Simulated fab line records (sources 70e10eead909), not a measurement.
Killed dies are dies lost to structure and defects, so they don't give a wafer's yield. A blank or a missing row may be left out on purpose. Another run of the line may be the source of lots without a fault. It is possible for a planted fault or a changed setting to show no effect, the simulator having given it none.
Problem report in the 8D (eight disciplines) form, filled by code -- flow nand-harc -- the parts of the form that need people (team, actions taken, sign-off) are left out

1. WHAT IS WRONG
Mean of rf-fwd-power-W at NHARC_A_SGD_CUT_DEP_00: 521.2 W across 2 wafers in 2 lots; on wafers with no fault it is 448.3 W (standard deviation 1.4). That puts it +52 standard deviations away from the usual mean.
The step: deposits SiNx, target thk 50 nm.
First seen on wafer L197.4, day 17 21:23, on pecvd-02. At this step, 42 wafers from 14 lots have a number in the record. Rule for "out" (also "out of limits"): further than 4 standard deviations from the usual mean. The other wafers with a number count as sound.

2. WHAT THIS IS AND IS NOT
question,is,is not
which readings at this step,rf-fwd-power-W,heater-power-w
which lots,"L197, L201","L182, L183, L184, L187, L188, L190, L193, L194, L195, L198, L199, L205"
which wafers of those lots,"L197.4, L201.5","L197.2, L197.5, L201.1, L201.4"
read on which tools,pecvd-02,"pecvd-03, pecvd-04"
when,from day 17 21:23,"up to then (32 sound wafers); but 8 sound wafers of L199, L201, L205 came after"

3. SUSPECTS, AND WHAT RULES EACH OUT
Counting: if a tool at a process step up to the reading ran every lot that is out, it stays a suspect. Sound lots after the first of them don't rule it out here, since some wafers of a struck lot are sound.
- pecvd-02 at NHARC_A_SGD_CUT_DEP_00 (deposits SiNx, target thk 50 nm): kept. It processed each lot that is out (first: L197, day 17 21:23); up to then, its last sound lot is L198 (day 17 11:55). Its own readings are out on those wafers: rf-fwd-power-W.
- Within pecvd-02 at NHARC_A_SGD_CUT_DEP_00: the wafers that are out ran in chamber 1; their sound lot-mates ran in chambers 0, 2.
The count leaves pecvd-02 at NHARC_A_SGD_CUT_DEP_00.

4. THE CAUSE (what the simulator had put in)
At NHARC_A_SGD_CUT_DEP_00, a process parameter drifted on pecvd-02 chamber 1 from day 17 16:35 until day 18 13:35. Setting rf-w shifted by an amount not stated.
Counting left only this tool.

5. THE CHAIN OF EFFECTS, in route order
Each row: a reading where the mean over the struck wafers with a number is more than 3 standard deviations away from the usual. Only readings for which the record gives a usual standard deviation are gone through. hours: the time from each lot's start at the first step in this table that gives one to its start at this step, as a median over the lots. sigmas: the change in usual standard deviations.
hours,step,reading,usual,on struck wafers,change,sigmas
0,NHARC_A_SGD_CUT_DEP_00,rf-fwd-power-W,448.3 W,521.2,+72.9,+52
Here are the process steps it includes:
- NHARC_A_SGD_CUT_DEP_00: deposits SiNx, target thk 50 nm.
Later steps that measure or inspect, where all struck wafers having a row at the step show a number for every such reading and not one has moved that far: NHARC_A_SGD_CUT_CD_MEAS_09, NHARC_END_SORT_01.

6. WHAT WOULD HAVE CAUGHT IT SOONER
5 hours passed between the start of the fault at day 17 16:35 and the first reading out of limits in this record, taken at day 17 21:23.
